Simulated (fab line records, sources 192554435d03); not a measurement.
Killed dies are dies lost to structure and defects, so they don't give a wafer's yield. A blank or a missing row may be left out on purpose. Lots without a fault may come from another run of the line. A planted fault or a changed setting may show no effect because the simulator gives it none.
fab line records | flow n5_finfet
record lots=7 wafers=21
route steps=1938 shown BEOL_M6@1233 BEOL_M7@1263 BEOL_M8@1343
start_h: hours from the record's first day to the start of the lot's first wafer shown | wait_h: hours since the lot's step before | " the same as in the row above | L1.1+2: a row that stands for several wafers | - no value, or no start given | * or withheld: withheld | < > ~ a bound
route shown NAME@n: a module of which the file shows steps, and the number in the route of the first | usual: mean/standard deviation of fault-free wafers | same: alike in all rows | chamber/n: place in a boat | sites: the reading at each site | _std_site: their standard deviation | _edge_site: outer sites' mean less inner sites' | radius_mm: how far each site lies from the wafer's centre | mask NAME#n: copy n | behind: the tool/chamber that last shaped the wafer | hold: why the lot was held/for how many hours/how that ended | device: the transistor (n, p or np) that didn't switch | end of line: the same wafers' tests at the end of the route | a step without rows: its recipe alone | killed: dies lost to structure and defects at the first sort, not the wafer's yield | map: a wafer's dies, x killed, . not, _ none there
set.NAME: the setting as run; set.NAME@STEP: as run at that earlier step | model.NAME: the simulator's own value behind a step, which no gauge read
lots whose settings were changed on purpose; a table a step, a row a wafer
## steps
# step N5_BEOL_M6_ETCH_66
# recipe chemistry=N2/H2 target=SOC target_depth_a=800 overetch_a=160 mask_material=SiARC temp_c=40 time_s=120 ion_energy_ev=200 pressure_mtorr=30 source_w=840 bias_w=150 n2_flow_sccm=200 h2_flow_sccm=200
# usual rf_vpp_V=525.2/2.5
# columns lot.wafer tool chamber start_h wait_h set.bias_w rf_vpp_V model.SiARC_of_BEOL_M6_COAT_64.thk_nm
L081.1 rie_diel-06 2 221.07 0.0 128.4 477.3 7.4
L081.3 " 1 " " 128.4 474.6 7.6
L081.4 " 3 " " 150 523.1 6.2
L080.2 rie_diel-04 0 222.98 0.0 150 526.3 6.2
L080.4 " 2 " " 150 522.3 6.4
L080.6 " 0 " " 150 525.4 6.2
L082.2 rie_diel-06 2 240.84 0.0 150 526.0 6.4
L082.3 " 1 " " 150 523.2 6.6
L082.5 " 1 " " 150 523.9 6.6
L088.1 rie_diel-06 1 270.05 0.0 150 522.5 6.6
L088.3 " 3 " " 150 525.5 6.2
L088.5 " 1 " " 150 523.1 6.6
L091.2 rie_diel-05 1 279.02 0.0 150 528.1 6
L091.3 " 2 " " 123.9 463.9 7.8
L091.4 " 2 " " 150 525.2 6.4
L094.1 rie_diel-06 3 311.39 0.0 150 524.0 6.2
L094.3 " 2 " " 150 526.4 6.4
L094.5 " 2 " " 150 525.9 6.4
L097.3 rie_diel-05 1 318.36 0.1 150 528.4 6
L097.4 " 2 " " 150 525.4 6.4
L097.6 " 2 " " 123.8 463.3 7.8
# step N5_BEOL_M6_TRENCH_ETCH_37
# recipe chemistry=C4F6/O2 target_depth_a=944.35 target=SiCOH_lowk time_s=31.5 ion_energy_ev=250 pressure_mtorr=30 source_w=345 bias_w=185 Ar_flow_sccm=300 C4F6_flow_sccm=10 O2_flow_sccm=10
# columns lot.wafer tool chamber start_h wait_h set.time_s model.BEOL_M6.feature_depth_nm model.etch.depth_nm
L081.1 rie_diel-06 2 - - 31.5 94 94
L081.3 " 1 " " 31.5 94.2 94.2
L081.4 " 3 " " 31.5 95.8 95.9
L080.2 rie_diel-04 0 - - 31.5 95.2 95.28
L080.4 " 2 " " 34.84 105.6 105.7
L080.6 " 0 " " 34.84 106.4 106.3
L082.2 rie_diel-06 2 - - 31.5 95 95.02
L082.3 " 1 " " 31.5 93.6 93.7
L082.5 " 1 " " 24.55 72.8 72.89
L088.1 rie_diel-06 1 - - 31.5 93.2 93.17
L088.3 " 3 " " 31.5 94.8 94.82
L088.5 " 1 " " 31.5 93.2 93.26
L091.2 rie_diel-05 1 - - 31.5 97 97.02
L091.3 " 2 " " 31.5 96.8 96.88
L091.4 " 2 " " 31.5 96.6 96.64
L094.1 rie_diel-06 3 - - 31.5 94.6 94.52
L094.3 " 2 " " 35.28 106 106
L094.5 " 2 " " 31.5 95 95.03
L097.3 rie_diel-05 1 - - 25.05 77 77.08
L097.4 " 2 " " 25.05 75 74.93
L097.6 " 2 " " 31.5 93.8 93.9
# step N5_BEOL_M6_ETCH_41
# recipe chemistry=CH3F/O2 target=SiCN target_depth_a=297 taper_deg=2 time_s=52 ion_energy_ev=120 mask_material=TiN pressure_mtorr=30 source_w=395 bias_w=75 Ar_flow_sccm=150 CH3F_flow_sccm=30 O2_flow_sccm=20
# step N5_BEOL_M6_STRIP_80
# recipe chemistry=N2/H2 time_s=10 power_w=450 temp_c=40 pressure_mtorr=20 rf_frequency_hz=6e+07 bias_power_w=7 n2_flow_sccm=200 h2_flow_sccm=200
# step N5_BEOL_M6_OCD_MEAS_38
# usual trench_depth_nm=95.4/1.9
# columns lot.wafer tool chamber start_h wait_h set.time_s@BEOL_M6_TRENCH_ETCH_37 trench_depth_nm
L081.1 ocd-02 - 221.42 - 31.5 93.5
L081.3 " - " " 31.5 94.0
L081.4 " - " " 31.5 95.8
L080.2 ocd-01 - 223.33 - 31.5 94.5
L080.4 " - " " 34.84 105.5
L080.6 " - " " 34.84 106.9
L082.2 ocd-02 - 241.19 - 31.5 95.1
L082.3 " - " " 31.5 93.7
L082.5 " - " " 24.55 73.1
L088.1 ocd-01 - 270.40 - 31.5 93.2
L088.3 " - " " 31.5 95.0
L088.5 " - " " 31.5 93.3
L091.2 ocd-01 - 279.37 - 31.5 97.7
L091.3 " - " " 31.5 96.7
L091.4 " - " " 31.5 96.8
L094.1 ocd-02 - 311.90 - 31.5 94.3
L094.3 " - " " 35.28 106.1
L094.5 " - " " 31.5 95.9
L097.3 ocd-01 - 318.83 - 25.05 77.1
L097.4 " - " " 25.05 74.6
L097.6 " - " " 31.5 94.1
# step N5_BEOL_M6_HM_STRIP_39
# recipe chemistry=peroxide_tin_strip material=TiN target_depth_a=250 temp_c=50 time_s=158
# step N5_BEOL_M6_SRD_40
# recipe time_s=30 temp_c=23 rinse_liquid=diw dry=ipa_marangoni
# step N5_BEOL_M6_ECD_50
# recipe material=Cu target_thk_a=3000
# step N5_BEOL_M6_ANNEAL_51
# recipe temp_c=225 time_s=90 ambient=N2
# step N5_BEOL_M6_CMP_52
# recipe stop_on=SiCOH_lowk t_overpolish_s=6.9 down_force_psi=1 platen_rpm=50 clearing_platen_down_force_psi=1.5 clearing_platen_rpm=50 post_cmp_clean=cu_alkaline target_thk_nm=80 clearing_platen_pad_velocity_m_s=0.99484 pad_velocity_m_s=0.99484
# columns lot.wafer tool chamber start_h wait_h set.time_s@BEOL_M6_TRENCH_ETCH_37 model.Cu_of_BEOL_M6_ECD_50.thk_nm
L081.1 cmp-01 2 224.56 0.3 31.5 78
L081.4 " 0 " " 31.5 82
L081.3 " 1 " " 31.5 82.2
L080.4 cmp-01 3 225.05 0.2 34.84 90.8
L080.2 " 0 " " 31.5 79.8
L080.6 " 3 " " 34.84 93
L082.2 cmp-01 1 245.10 0.4 31.5 81.6
L082.3 " 0 " " 31.5 77.8
L082.5 " 1 " " 24.55 61
L088.1 cmp-03 1 273.98 0.3 31.5 79.8
L088.3 " 0 " " 31.5 80
L088.5 " 1 " " 31.5 79.6
L091.2 cmp-03 0 282.84 0.2 31.5 82.6
L091.3 " 1 " " 31.5 84
L091.4 " 2 " " 31.5 82.8
L094.3 cmp-04 3 315.39 0.2 35.28 90.6
L094.1 " 0 " " 31.5 77.4
L094.5 " 2 " " 31.5 79.2
L097.4+3 cmp-03 3,0 320.80 0.1 25.05 61.4
L097.6 " 3 " " 31.5 79.2
# step N5_BEOL_M6_THK_MEAS_53
# recipe thk_meas_gauge=xrf reads=Cu_of_BEOL_M6_ECD_50
# usual M6_THK=81.3/2.5
# columns lot.wafer tool chamber start_h wait_h set.time_s@BEOL_M6_TRENCH_ETCH_37 M6_THK[nm]
L081.1 film_metro-01 - 224.85 - 31.5 78.0
L081.3 " - " " 31.5 82.8
L081.4 " - " " 31.5 82.6
L080.2 film_metro-01 - 225.31 - 31.5 80.2
L080.4 " - " " 34.84 90.9
L080.6 " - " " 34.84 93.3
L082.2 film_metro-01 - 245.40 - 31.5 82.5
L082.3 " - " " 31.5 78.6
L082.5 " - " " 24.55 61.4
L088.1 film_metro-02 - 274.27 - 31.5 80.0
L088.3 " - " " 31.5 79.9
L088.5 " - " " 31.5 79.6
L091.2 film_metro-01 - 283.10 - 31.5 82.7
L091.3 " - " " 31.5 84.2
L091.4 " - " " 31.5 83.0
L094.1 film_metro-01 - 315.64 - 31.5 78.2
L094.3 " - " " 35.28 91.4
L094.5 " - " " 31.5 80.0
L097.3 film_metro-02 - 321.09 - 25.05 61.9
L097.4 " - " " 25.05 62.1
L097.6 " - " " 31.5 80.1
# step N5_BEOL_M6_PRE_CLEAN_55
# recipe gas=NH3 time_s=15 temp_c=withheld rf_power_w=300
# step N5_BEOL_M6_DEP_56
# recipe material=SiCN target_thk_a=100 temp_c=withheld precursor=3MS/NH3 pressure_torr=3 rf_w=202 time_s=17.5
# step N5_BEOL_M6_RS_MEAS_57
# recipe thk_meas_gauge=four-point-probe reads=Cu_of_BEOL_M6_ECD_50+Co_of_BEOL_M6_CVD_78+TaN_of_BEOL_M6_ALD_77
# usual M6_RS=0.282/0.0097
# columns lot.wafer tool chamber start_h wait_h set.time_s@BEOL_M6_TRENCH_ETCH_37 M6_RS[ohm/sq]
L081.1 film_metro-02 - 225.02 0.1 31.5 0.295
L081.3 " - " " 31.5 0.277
L081.4 " - " " 31.5 0.277
L080.2 film_metro-01 - 225.47 0.1 31.5 0.286
L080.4 " - " " 34.84 0.246
L080.6 " - " " 34.84 0.240
L082.2 film_metro-02 - 245.53 0.1 31.5 0.280
L082.3 " - " " 31.5 0.296
L082.5 " - " " 24.55 0.394
L088.1 film_metro-02 - 274.40 0.1 31.5 0.287
L088.3 " - " " 31.5 0.286
L088.5 " - " " 31.5 0.287
L091.2 film_metro-02 - 283.23 0.1 31.5 0.275
L091.3 " - " " 31.5 0.270
L091.4 " - " " 31.5 0.274
L094.1 film_metro-01 - 315.78 0.1 31.5 0.297
L094.3 " - " " 35.28 0.247
L094.5 " - " " 31.5 0.288
L097.3 film_metro-01 - 321.23 0.1 25.05 0.390
L097.4 " - " " 25.05 0.391
L097.6 " - " " 31.5 0.288
# step N5_BEOL_M7_ILD_DEP_00
# recipe material=SiCOH_lowk target_thk_a=1797.5 temp_c=300 precursor=DEMS/porogen pressure_torr=5 rf_w=500 time_s=33.4
# columns lot.wafer tool chamber start_h wait_h set.time_s model.SiCOH_lowk_of_BEOL_M7_ILD_DEP_00.thk_nm
L081.1 pecvd-01 2 225.08 0.0 33.4 177.6
L081.3 " 1 " " 33.4 175.8
L081.4 " 1 " " 33.4 178.8
L080.2 pecvd-04 0 225.54 0.0 33.4 176
L080.4 " 2 " " 33.4 180
L080.6 " 0 " " 36.25 194
L082.2 pecvd-04 0 245.59 0.0 33.4 177.8
L082.3 " 1 " " 33.4 174.4
L082.5 " 1 " " 31.95 171.8
L088.1 pecvd-04 0 274.47 0.0 33.4 178.8
L088.3 " 1 " " 33.4 180.2
L088.5 " 0 " " 33.4 183
L091.2 pecvd-02 0 283.29 0.0 31.09 163.4
L091.3 " 2 " " 33.4 177.4
L091.4 " 0 " " 33.4 177.6
L094.1 pecvd-04 1 315.84 0.0 33.4 173.6
L094.3 " 0 " " 33.4 176
L094.5 " 2 " " 34.85 187.2
L097.3 pecvd-04 2 321.29 0.0 30.16 164
L097.4 " 0 " " 33.4 182.6
L097.6 " 1 " " 30.16 163
# step N5_BEOL_M7_CURE_74
# recipe temp_c=385 time_s=240 ambient=He/Ar material=SiCOH_lowk
# columns lot.wafer tool chamber start_h wait_h set.time_s@BEOL_M7_ILD_DEP_00 model.SiCOH_lowk_of_BEOL_M7_ILD_DEP_00.thk_nm
L081.1 uv_cure-02 2 225.14 0.0 33.4 153.2
L081.3 " 2 " " 33.4 151.6
L081.4 " 2 " " 33.4 154.2
L080.2 uv_cure-02 1 225.70 0.1 33.4 151.8
L080.4 " 1 " " 33.4 155.4
L080.6 " 1 " " 36.25 167.4
L082.2 uv_cure-01 0 245.73 0.1 33.4 153.4
L082.3 " 0 " " 33.4 150.2
L082.5 " 0 " " 31.95 148
L088.1 uv_cure-02 0 274.55 0.1 33.4 154.2
L088.3 " 0 " " 33.4 155.4
L088.5 " 0 " " 33.4 157.8
L091.2 uv_cure-03 0 283.66 0.3 31.09 140.6
L091.3 " 0 " " 33.4 152.8
L091.4 " 0 " " 33.4 153.2
L094.1 uv_cure-02 2 315.90 0.0 33.4 149.6
L094.3 " 2 " " 33.4 151.8
L094.5 " 2 " " 34.85 161.6
L097.3 uv_cure-02 2 321.51 0.2 30.16 141.2
L097.4 " 2 " " 33.4 157.6
L097.6 " 2 " " 30.16 140.4
# step N5_BEOL_M7_THK_MEAS_01
# recipe reads=SiCOH_lowk_of_BEOL_M7_ILD_DEP_00
# usual M7_ILD_THK=154.5/2.2
# columns lot.wafer tool chamber start_h wait_h set.time_s@BEOL_M7_ILD_DEP_00 M7_ILD_THK[nm]
L081.1 film_metro-01 - 225.66 0.4 33.4 153.2
L081.3 " - " " 33.4 151.5
L081.4 " - " " 33.4 154.1
L080.2 film_metro-02 - 226.14 0.4 33.4 151.7
L080.4 " - " " 33.4 155.3
L080.6 " - " " 36.25 167.3
L082.2 film_metro-02 - 246.17 0.4 33.4 153.3
L082.3 " - " " 33.4 150.2
L082.5 " - " " 31.95 148.0
L088.1 film_metro-01 - 275.55 0.8 33.4 154.0
L088.3 " - " " 33.4 155.4
L088.5 " - " " 33.4 157.9
L091.2 film_metro-02 - 284.10 0.4 31.09 140.7
L091.3 " - " " 33.4 153.0
L091.4 " - " " 33.4 153.1
L094.1 film_metro-02 - 316.41 0.4 33.4 149.8
L094.3 " - " " 33.4 151.8
L094.5 " - " " 34.85 161.6
L097.3 film_metro-01 - 321.87 0.3 30.16 141.2
L097.4 " - " " 33.4 157.5
L097.6 " - " " 30.16 140.4
# step N5_BEOL_M7_HM_DEP_02
# recipe material=TiN target_thk_a=200 temp_c=25 chamber_pressure_pa=0.49996
# columns lot.wafer tool chamber start_h wait_h set.target_thk_a model.TiN_of_BEOL_M7_HM_DEP_02.thk_nm
L081.1+4 pvd_sputter-01 - 226.78 1.1 215.8 21.8
L081.3 " - " " 200 20.2
L080.2 pvd_sputter-03 - 227.08 0.9 180.8 17.8
L080.4+6 " - " " 200 19.8
L082.2+5 pvd_sputter-03 - 246.77 0.6 200 19.6
L082.3 " - " " 200 20
L088.1 pvd_sputter-03 - 275.64 0.0 200 19.6
L088.3 " - " " 200 20
L088.5 " - " " 200 20.2
L091.2 pvd_sputter-03 - 284.19 0.0 188.3 18.2
L091.3 " - " " 188.3 18.4
L091.4 " - " " 200 19.6
L094.1+5 pvd_sputter-01 - 317.60 1.1 217 21.6
L094.3 " - " " 200 20
L097.3+4+6 pvd_sputter-01 - 323.26 1.3 200 20.4
# step N5_BEOL_M7_COAT_59
# recipe resist=SOC temp_c=250 time_s=60 spin_rpm=1500 resist_thk_nm=100
# step N5_BEOL_M7_COAT_60
# recipe resist=SiARC temp_c=220 time_s=60 spin_rpm=1500 resist_thk_nm=35
# step N5_BEOL_M7_STRIP_68
# recipe chemistry=N2/H2 temp_c=40 n2_flow_sccm=200 h2_flow_sccm=200 rf_frequency_hz=6e+07
# step N5_BEOL_M7_STRIP_67
# recipe chemistry=CF4 resist=SiARC power_w=300 bias_power_w=75 pressure_mtorr=50 cf4_flow_sccm=150 rf_frequency_hz=6e+07
# step N5_BEOL_M7_HM_OPEN_17
# recipe chemistry=Cl2/BCl3 target_depth_a=200 overetch_a=60 target=TiN mask_material=SOC ion_energy_ev=150 pressure_mtorr=10 icp_w=1000 bias_w=126 Cl2_flow_sccm=53.25 bcl3_flow_sccm=21.75 Ar_flow_sccm=25
# columns lot.wafer tool chamber start_h wait_h set.target_thk_a@BEOL_M7_HM_DEP_02 model.etch.depth_nm
L081.1 rie_metal-03 0 227.64 0.0 215.8 21.87
L081.3 " 1 " " 200 20.15
L081.4 " 0 " " 215.8 21.8
L080.2 rie_metal-01 0 227.94 0.0 180.8 17.87
L080.4 " 0 " " 200 19.88
L080.6 " 0 " " 200 19.78
L082.2 rie_metal-02 1 247.64 0.0 200 19.51
L082.3 " 1 " " 200 19.97
L082.5 " 0 " " 200 19.62
L088.1 rie_metal-01 0 276.51 0.0 200 19.61
L088.3 " 0 " " 200 19.91
L088.5 " 0 " " 200 20.12
L091.2 rie_metal-02 0 285.09 0.0 188.3 18.24
L091.3 " 0 " " 188.3 18.39
L091.4 " 1 " " 200 19.67
L094.1 rie_metal-02 0 319.05 0.0 217 21.56
L094.3 " 1 " " 200 19.97
L094.5 " 1 " " 217 21.65
L097.3 rie_metal-01 1 324.15 0.1 200 20.35
L097.4 " 0 " " 200 20.47
L097.6 " 0 " " 200 20.36
# step N5_BEOL_M7_STRIP_19
# recipe chemistry=O2 power_w=400 temp_c=40 pressure_mtorr=30 rf_frequency_hz=6e+07 bias_power_w=0 overash_fraction=0.2 o2_flow_sccm=225
# step N5_BEOL_M7_STRIP_76
# recipe chemistry=C4F6/O2 resist=SiARC rf_frequency_hz=6e+07
# step N5_BEOL_M7_STRIP_36
# recipe chemistry=N2/H2 power_w=450 temp_c=40 pressure_mtorr=20 rf_frequency_hz=6e+07 overash_fraction=0.3 bias_power_w=7 h2_frac=0.5 n2_flow_sccm=200 h2_flow_sccm=200
# step N5_BEOL_M7_TRENCH_ETCH_37
# recipe chemistry=C4F6/O2 target_depth_a=934.78 target=SiCOH_lowk time_s=31.2 ion_energy_ev=250 pressure_mtorr=30 source_w=345 bias_w=185 Ar_flow_sccm=300 C4F6_flow_sccm=10 O2_flow_sccm=10
# columns lot.wafer tool chamber start_h wait_h set.target_thk_a@BEOL_M7_HM_DEP_02 model.TiN_of_BEOL_M7_HM_DEP_02.thk_nm
L081.1+4 rie_diel-03 2,1 - - 215.8 19.2
L081.3 " 3 " " 200 17.6
L080.2 rie_diel-02 3 - - 180.8 15
L080.4 " 1 " " 200 17.4
L080.6 " 1 " " 200 17.2
L082.2+5 rie_diel-02 3 - - 200 16.8
L082.3 " 1 " " 200 17.4
L088.1 rie_diel-03 1 - - 200 17
L088.3 " 3 " " 200 17.4
L088.5 " 1 " " 200 17.6
L091.2 rie_diel-03 3 - - 188.3 15.6
L091.3 " 2 " " 188.3 15.8
L091.4 " 1 " " 200 17
L094.1 rie_diel-01 3 - - 217 18.8
L094.3 " 1 " " 200 17.4
L094.5 " 3 " " 217 19
L097.3 rie_diel-01 3 - - 200 17.6
L097.4+6 " 0,1 " " 200 17.8
# step N5_BEOL_M8_PEB_09
# recipe peb_temp_c=withheld peb_time_s=60 resist=CAR-ArF
# columns lot.wafer tool chamber start_h wait_h set.peb_time_s
L081.1+3+4 litho_track-01 0 235.26 0.1 60
L080.2+6 litho_track-01 0 236.48 0.0 60
L080.4 " 0 " " 52.84
L082.2+5 litho_track-01 0 253.06 0.0 60
L082.3 " 0 " " 68.13
L088.1+3+5 litho_track-01 0 284.33 0.1 60
L091.2+4 litho_track-04 0 292.85 0.0 65.3
L091.3 " 0 " " 60
L094.1+3+5 litho_track-02 0 326.03 0.1 60
L097.3+6 litho_track-04 0 330.59 0.0 67.34
L097.4 " 0 " " 60
## key
split step=N5_BEOL_M6_ETCH_66 setting=bias_w stated=150 by=wafer
response step=N5_BEOL_M6_ETCH_66 reading=rf_vpp_V change=+3.54 per=1% r=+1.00
response step=N5_BEOL_M6_ETCH_66 reading=model.SiARC_of_BEOL_M6_COAT_64.thk_nm change=-0.0914 per=1% r=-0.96
split step=N5_BEOL_M6_TRENCH_ETCH_37 setting=time_s stated=31.5 by=wafer
response step=N5_BEOL_M6_TRENCH_ETCH_37 reading=model.BEOL_M6.feature_depth_nm change=+0.936 per=1% r=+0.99
response step=N5_BEOL_M6_TRENCH_ETCH_37 reading=model.etch.depth_nm change=+0.936 per=1% r=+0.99
response step=N5_BEOL_M6_OCD_MEAS_38 reading=trench_depth_nm change=+0.947 per=1% r=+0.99
response step=N5_BEOL_M6_CMP_52 reading=model.Cu_of_BEOL_M6_ECD_50.thk_nm change=+0.906 per=1% r=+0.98
response step=N5_BEOL_M6_THK_MEAS_53 reading=M6_THK change=+0.916 per=1% r=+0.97
response step=N5_BEOL_M6_RS_MEAS_57 reading=M6_RS change=-0.00469 per=1% r=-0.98
split step=N5_BEOL_M7_ILD_DEP_00 setting=time_s stated=33.4 by=wafer
response step=N5_BEOL_M7_ILD_DEP_00 reading=model.SiCOH_lowk_of_BEOL_M7_ILD_DEP_00.thk_nm change=+1.95 per=1% r=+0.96
response step=N5_BEOL_M7_CURE_74 reading=model.SiCOH_lowk_of_BEOL_M7_ILD_DEP_00.thk_nm change=+1.7 per=1% r=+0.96
response step=N5_BEOL_M7_THK_MEAS_01 reading=M7_ILD_THK change=+1.69 per=1% r=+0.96
split step=N5_BEOL_M7_HM_DEP_02 setting=target_thk_a stated=200 by=wafer
response step=N5_BEOL_M7_HM_DEP_02 reading=model.TiN_of_BEOL_M7_HM_DEP_02.thk_nm change=+0.203 per=1% r=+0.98
response step=N5_BEOL_M7_HM_OPEN_17 reading=model.etch.depth_nm change=+0.207 per=1% r=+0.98
response step=N5_BEOL_M7_TRENCH_ETCH_37 reading=model.TiN_of_BEOL_M7_HM_DEP_02.thk_nm change=+0.211 per=1% r=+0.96
split step=N5_BEOL_M8_PEB_09 setting=peb_time_s stated=60 by=wafer
response none in this file
